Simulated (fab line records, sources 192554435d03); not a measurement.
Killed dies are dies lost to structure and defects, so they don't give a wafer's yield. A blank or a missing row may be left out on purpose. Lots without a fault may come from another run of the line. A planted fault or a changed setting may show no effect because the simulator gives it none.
Chamber matching | flow n5_finfet | N5_SDB_CMP_30 on cmp-04: 4 sister chambers
The step polishes, stops on poly-Si, t overpolish 1.54 s, target thk 30 nm. 20 wafers are shown with their chamber, then 10 later ones without.

WAFERS WITH THEIR CHAMBER
wafer  | chamber | motor_current_A (A) | time_to_endpoint_s (s) | overpolish_run_s (s)
L075.1 | 2       | 9.9                 | 17.0                   | 1.529
L075.2 | 3       | 13.9                | 21.4                   | 1.532
L075.6 | 2       | 9.4                 | 18.3                   | 1.532
L076.3 | 1       | 10.9                | 15.1                   | 1.549
L076.4 | 2       | 9.3                 | 15.0                   | 1.563
L076.5 | 2       | 9.8                 | 16.5                   | 1.543
L078.1 | 2       | 10.0                | 18.3                   | 1.542
L078.3 | 3       | 13.9                | 19.1                   | 1.548
L078.6 | 3       | 14.1                | 20.9                   | 1.532
L083.2 | 3       | 13.8                | 17.1                   | 1.548
L083.3 | 2       | 9.8                 | 14.2                   | 1.541
L083.5 | 0       | 10.3                | 11.7                   | 1.551
L084.1 | 0       | 10.5                | 15.4                   | 1.542
L084.3 | 2       | 9.6                 | 17.2                   | 1.554
L084.6 | 1       | 11.2                | 14.5                   | 1.541
L085.3 | 0       | 10.1                | 14.5                   | 1.539
L085.4 | 1       | 11.5                | 14.2                   | 1.544
L085.6 | 0       | 10.1                | 17.3                   | 1.535
L087.2 | 0       | 11.0                | 13.6                   | 1.544
L087.5 | 3       | 13.7                | 21.8                   | 1.526

SIGNATURES (means of the wafers above)
reading            | chamber 0 | chamber 1 | chamber 2 | chamber 3 | scatter within a chamber
motor_current_A    | 10.400    | 11.200    | 9.686     | 13.880    | 0.278
time_to_endpoint_s | 14.500    | 14.600    | 16.643    | 20.060    | 1.72
overpolish_run_s   | 1.54220   | 1.54467   | 1.54343   | 1.53720   | 0.00945
Rule: a wafer's distance from a chamber is the root of the sum, over the readings, of the square of ((its reading less the chamber's mean) divided by the reading's scatter). The wafer belongs to the nearest chamber; if the next one is less than 2 further off, it can't be placed. The scatter: the root of (the sum of the squares of (reading less its chamber's mean) over the shown wafers, divided by (wafers less chambers)).

WAFERS WITHOUT THEIR CHAMBER
wafer  | motor_current_A (A) | time_to_endpoint_s (s) | overpolish_run_s (s)
L087.6 | 10.4                | 15.1                   | 1.528
L088.3 | 13.6                | 19.7                   | 1.548
L088.4 | 9.7                 | 17.2                   | 1.530
L088.6 | 10.0                | 14.6                   | 1.547
L095.1 | 11.3                | 9.8                    | 1.544
L095.3 | 12.8                | 17.3                   | 1.546
L095.5 | 10.2                | 8.5                    | 1.539
L096.1 | 10.5                | 9.2                    | 1.552
L096.2 | 9.9                 | 14.9                   | 1.535
L096.3 | 11.5                | 10.7                   | 1.548

WHICH CHAMBER EACH WENT THROUGH
wafer  | from the rows above          | in truth
L087.6 | can't be placed: 0 or 2 or 1 | 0
L088.3 | 3                            | 3
L088.4 | can't be placed: 2 or 0      | 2
L088.6 | can't be placed: 0 or 2      | 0
L095.1 | can't be placed: 1 or 0      | 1
L095.3 | can't be placed: 3 or 1      | 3
L095.5 | can't be placed: 0 or 1 or 2 | 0
L096.1 | can't be placed: 0 or 1      | 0
L096.2 | can't be placed: 2 or 0      | 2
L096.3 | 1                            | 1
Placed correctly: 2 of 10. Can't be placed from these rows: 8 (the true chamber is among the candidates in 8). Placed wrongly: 0.
